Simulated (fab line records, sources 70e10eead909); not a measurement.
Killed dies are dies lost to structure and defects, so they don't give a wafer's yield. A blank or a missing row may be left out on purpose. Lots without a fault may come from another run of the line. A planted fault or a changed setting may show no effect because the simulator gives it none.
Which tool did it? | flow nand_harc | 12 lots, 33 wafers sampled, at 5 steps of a route of 1159

WHAT THE GAUGES READ, wafer by wafer
NHARC_P_STI_OCD_MEAS_43. Usual: trench_depth_nm 300 nm, standard deviation 3.3; trench_foot_cd_nm 158.3 nm, standard deviation 1.7.
lot  | measured    | on     | trench_depth_nm (nm) | trench_foot_cd_nm (nm) | flag
L293 | day 2 22:05 | ocd-02 | 303 302 296          | 160.3 160.8 162.5      |
L295 | day 3 13:14 | ocd-01 | 300 308              | 158.3 155.9            |
L296 | day 3 18:35 | ocd-01 | 299 306              | 158.1 157.1            |
L299 | day 4 12:47 | ocd-02 | 303 305              | 158.1 158.2            |
L304 | day 5 18:29 | ocd-01 | 300 296 294          | 158.1 159.1 158.5      |
L308 | day 6 18:10 | ocd-01 | 295 299 295          | 159.2 159.9 157.4      |
L309 | day 7 02:02 | ocd-01 | 299 299 301          | 156.5 157.7 158.6      |
L310 | day 7 08:20 | ocd-02 | 298 300 298          | 157.6 160.3 159.8      |
L311 | day 7 13:50 | ocd-01 | 307 298 304          | 156.1 155.9 155.8      |
L312 | day 7 20:14 | ocd-02 | 301 299 298          | 160.1 161.4 159.9      |
L313 | day 8 02:31 | ocd-02 | 303 300 304          | 156.0 154.8 156.4      |
L314 | day 8 08:40 | ocd-02 | 297 294 298          | 155.3 156.3 157.3      |

NHARC_END_SORT_01. Usual: killed_at_array 28, standard deviation 11; killed_at_other 0.9, standard deviation 1.2; killed_at_periphery 2.6, standard deviation 2.1; killed_dies 31, standard deviation 11; killed_open 3.1, standard deviation 1.7; killed_short 1.9, standard deviation 1.3.
lot  | measured     | on        | killed_at_array | killed_at_other | killed_at_periphery | killed_dies | killed_open | killed_short | flag
L304 | day 26 03:54 | prober-01 | 33 27 22        | 5 1 3           | 4 4 7               | 42 32 32    | 5 2 3       | 4 0 2        |

WHICH TOOL RAN EACH LOT (tool, then ch and the chambers of the sampled wafers, then the start)
lot  | NHARC_P_ZERO_WELL_DESCUM_39       | NHARC_P_STI_DESCUM_14             | NHARC_P_STI_ETCH_42
L293 | rie_diel-02 ch 1,2,3, day 2 04:23 | rie_diel-12 ch 0,1,2, day 2 21:04 | rie_diel-12 ch 0,2,3, day 2 21:08
L295 | rie_diel-02 ch 0,1, day 2 17:22   | rie_diel-12 ch 0,2, day 3 12:14   | rie_diel-12 ch 3, day 3 12:18
L296 | rie_diel-02 ch 0,1, day 2 22:32   | rie_diel-12 ch 2,3, day 3 17:35   | rie_diel-12 ch 0,3, day 3 17:39
L299 | rie_diel-02 ch 0,2, day 3 16:27   | rie_diel-12 ch 0, day 4 11:43     | rie_diel-12 ch 0,1, day 4 11:49
L304 | rie_diel-02 ch 1,2, day 4 22:37   | rie_diel-07 ch 0,1,2, day 5 17:29 | rie_diel-07 ch 0,1, day 5 17:33
L308 | rie_diel-02 ch 0,2,3, day 5 22:21 | rie_diel-12 ch 0,1,2, day 6 17:06 | rie_diel-12 ch 0,1,3, day 6 17:11
L309 | rie_diel-01 ch 2,3, day 6 04:17   | rie_diel-07 ch 1,2, day 7 00:59   | rie_diel-07 ch 0,1, day 7 01:04
L310 | rie_diel-10 ch 0,1, day 6 10:26   | rie_diel-03 ch 0,3, day 7 07:19   | rie_diel-03 ch 1,3, day 7 07:24
L311 | rie_diel-02 ch 0,1, day 6 16:08   | rie_diel-07 ch 0,2,3, day 7 12:49 | rie_diel-07 ch 0,3, day 7 12:53
L312 | rie_diel-10 ch 0,3, day 6 22:25   | rie_diel-03 ch 2,3, day 7 19:11   | rie_diel-03 ch 0,1,3, day 7 19:17
L313 | rie_diel-02 ch 0,1,2, day 7 04:13 | rie_diel-07 ch 0,3, day 8 01:29   | rie_diel-07 ch 2,3, day 8 01:35
L314 | rie_diel-10 ch 0,2,3, day 7 10:27 | rie_diel-12 ch 0,1, day 8 07:37   | rie_diel-12 ch 1,2,3, day 8 07:42
- NHARC_P_ZERO_WELL_DESCUM_39: chemistry O2, time 3 s.
- NHARC_P_STI_DESCUM_14: chemistry O2, time 3 s.
- NHARC_P_STI_ETCH_42: etches the open film in N2/H2, target depth 80 nm, overetch 24 nm, time 61 s.

WHAT THE TOOLS THEMSELVES READ (means of the sampled wafers that have a number; where no wafer has one, the mark that the record gives instead)
NHARC_P_ZERO_WELL_DESCUM_39. Usual: drypump_motor_current_A 5.8 A, standard deviation 0.39; mfc_ar_sccm 0.009 sccm, standard deviation 0.012; oes_product_au 1.002 a.u., standard deviation 0.008; rf_vpp_V 58.0 V, standard deviation 0.97; showerhead_plenum_p_Torr 1.94 Torr, standard deviation 0.086; throttle_valve_pct 11.311 %, standard deviation 0.0083.
lot  | tool        | drypump_motor_current_A (A) | mfc_ar_sccm (sccm) | oes_product_au (a.u.) | rf_vpp_V (V) | showerhead_plenum_p_Torr (Torr) | throttle_valve_pct (%) | flag
L293 | rie_diel-02 | 5.6                         | 0.008              | 0.996                 | 57.8         | 2.00                            | 11.311                 |
L295 | rie_diel-02 | 5.8                         | 0.000              | 1.006                 | 58.8         | 1.96                            | 11.317                 |
L296 | rie_diel-02 | 5.8                         | 0.000              | 0.996                 | 57.6         | 1.96                            | 11.311                 |
L299 | rie_diel-02 | 5.9                         | 0.012              | 0.993                 | 57.9         | 1.97                            | 11.312                 |
L304 | rie_diel-02 | 5.6                         | 0.008              | 1.006                 | 58.8         | 2.05                            | 11.315                 |
L308 | rie_diel-02 | 5.8                         | 0.008              | 1.001                 | 57.9         | 1.94                            | 11.305                 |
L309 | rie_diel-01 | 5.7                         | 0.003              | 1.005                 | 57.8         | 1.97                            | 11.313                 |
L310 | rie_diel-10 | 5.6                         | 0.013              | 1.008                 | 58.0         | 1.95                            | 11.302                 |
L311 | rie_diel-02 | 5.7                         | 0.000              | 1.010                 | 58.4         | 1.99                            | 11.315                 |
L312 | rie_diel-10 | 6.2                         | 0.025              | 0.997                 | 57.4         | 1.95                            | 11.307                 |
L313 | rie_diel-02 | 5.8                         | 0.008              | 0.999                 | 58.4         | 2.00                            | 11.316                 |
L314 | rie_diel-10 | 6.3                         | 0.013              | 1.002                 | 56.7         | 1.90                            | 11.311                 |

NHARC_P_STI_DESCUM_14. Usual: drypump_motor_current_A 5.48 A, standard deviation 0.27; mfc_ar_sccm 0.012 sccm, standard deviation 0.016; oes_product_au 1.001 a.u., standard deviation 0.0072; rf_vpp_V 58.0 V, standard deviation 0.87; showerhead_plenum_p_Torr 1.94 Torr, standard deviation 0.082; throttle_valve_pct 11.311 %, standard deviation 0.0083.
lot  | tool        | drypump_motor_current_A (A) | mfc_ar_sccm (sccm) | oes_product_au (a.u.) | rf_vpp_V (V) | showerhead_plenum_p_Torr (Torr) | throttle_valve_pct (%) | flag
L293 | rie_diel-12 | 5.47                        | 0.000              | 0.996                 | 58.3         | 1.93                            | 11.309                 |
L295 | rie_diel-12 | 5.36                        | 0.000              | 1.000                 | 57.0         | 1.99                            | 11.303                 |
L296 | rie_diel-12 | 5.24                        | 0.021              | 0.996                 | 57.6         | 1.95                            | 11.323                 |
L299 | rie_diel-12 | 5.32                        | 0.000              | 1.000                 | 57.1         | 1.95                            | 11.311                 |
L304 | rie_diel-07 | 5.63                        | 0.003              | 1.008                 | 57.9         | 2.02                            | 11.306                 |
L308 | rie_diel-12 | 5.47                        | 0.000              | 0.995                 | 57.4         | 1.93                            | 11.313                 |
L309 | rie_diel-07 | 5.87                        | 0.005              | 1.000                 | 58.6         | 2.01                            | 11.311                 |
L310 | rie_diel-03 | 5.80                        | 0.010              | 0.999                 | 58.0         | 1.85                            | 11.314                 |
L311 | rie_diel-07 | 5.40                        | 0.000              | 1.006                 | 58.0         | 2.03                            | 11.309                 |
L312 | rie_diel-03 | 5.44                        | 0.035              | 0.996                 | 58.0         | 1.89                            | 11.307                 |
L313 | rie_diel-07 | 5.35                        | 0.000              | 0.992                 | 58.3         | 2.06                            | 11.311                 |
L314 | rie_diel-12 | 5.44                        | 0.000              | 1.013                 | 57.8         | 1.90                            | 11.311                 |

NHARC_P_STI_ETCH_42. Usual: drypump_motor_current_A 5.53 A, standard deviation 0.27; mfc_ar_sccm 0.010 sccm, standard deviation 0.015; oes_product_au 0.999 a.u., standard deviation 0.0068; rf_vpp_V 431.4 V, standard deviation 2.6; run_length_s 82.2 s, standard deviation 0.4; showerhead_plenum_p_Torr 2.07 Torr, standard deviation 0.091; throttle_valve_pct 14.171 %, standard deviation 0.0099.
lot  | tool        | drypump_motor_current_A (A) | mfc_ar_sccm (sccm) | oes_product_au (a.u.) | rf_vpp_V (V) | run_length_s (s) | showerhead_plenum_p_Torr (Torr) | throttle_valve_pct (%) | flag
L293 | rie_diel-12 | 5.29                        | 0.014              | 1.005                 | 431.6        | 82.0             | 2.08                            | 14.161                 |
L295 | rie_diel-12 | 5.08                        | 0.042              | 1.007                 | 428.5        | 75.0             | 2.00                            | 14.178                 | OFF
L296 | rie_diel-12 | 5.23                        | 0.021              | 1.005                 | 430.4        | 67.2             | 2.04                            | 14.178                 | OFF
L299 | rie_diel-12 | 5.52                        | 0.000              | 0.996                 | 430.8        | 74.8             | 2.00                            | 14.169                 | OFF
L304 | rie_diel-07 | 5.76                        | 0.005              | 0.998                 | 434.8        | 82.4             | 2.16                            | 14.170                 |
L308 | rie_diel-12 | 5.37                        | 0.014              | 1.002                 | 429.2        | 82.4             | 2.00                            | 14.176                 |
L309 | rie_diel-07 | 5.51                        | 0.003              | 1.000                 | 433.3        | 82.4             | 2.17                            | 14.171                 |
L310 | rie_diel-03 | 5.64                        | 0.019              | 0.999                 | 431.4        | 82.4             | 2.04                            | 14.171                 |
L311 | rie_diel-07 | 5.33                        | 0.000              | 0.997                 | 435.2        | 82.4             | 2.20                            | 14.178                 |
L312 | rie_diel-03 | 5.73                        | 0.015              | 0.995                 | 429.5        | 81.9             | 2.01                            | 14.167                 |
L313 | rie_diel-07 | 5.48                        | 0.000              | 1.001                 | 433.8        | 82.2             | 2.18                            | 14.169                 |
L314 | rie_diel-12 | 5.38                        | 0.014              | 1.004                 | 430.3        | 82.3             | 2.03                            | 14.170                 |

THE ANSWER, worked out from the rows above alone
Rule: a lot is off if the mean of its wafers that have a number lies more than 3 standard deviations from the usual mean. A lot without any number at a reading at which 4 lots or more have one is off too. The other lots that the step has rows for count as sound. The gauges are gone through in route order, then the tools' own readings, and for those a lot's mean is taken as printed above. The first step at which some lot is off is used, and at that step the reading that is off furthest; a lot without a number counts as furthest.
Off: L295, L296, L299, at NHARC_P_STI_ETCH_42 (run_length_s).
A tool fits if, at that step or a process step before it, it ran every lot that is off, and no sound lot after the first of them. None of those tried fits.

WHAT THE SIMULATOR HAD PUT IN
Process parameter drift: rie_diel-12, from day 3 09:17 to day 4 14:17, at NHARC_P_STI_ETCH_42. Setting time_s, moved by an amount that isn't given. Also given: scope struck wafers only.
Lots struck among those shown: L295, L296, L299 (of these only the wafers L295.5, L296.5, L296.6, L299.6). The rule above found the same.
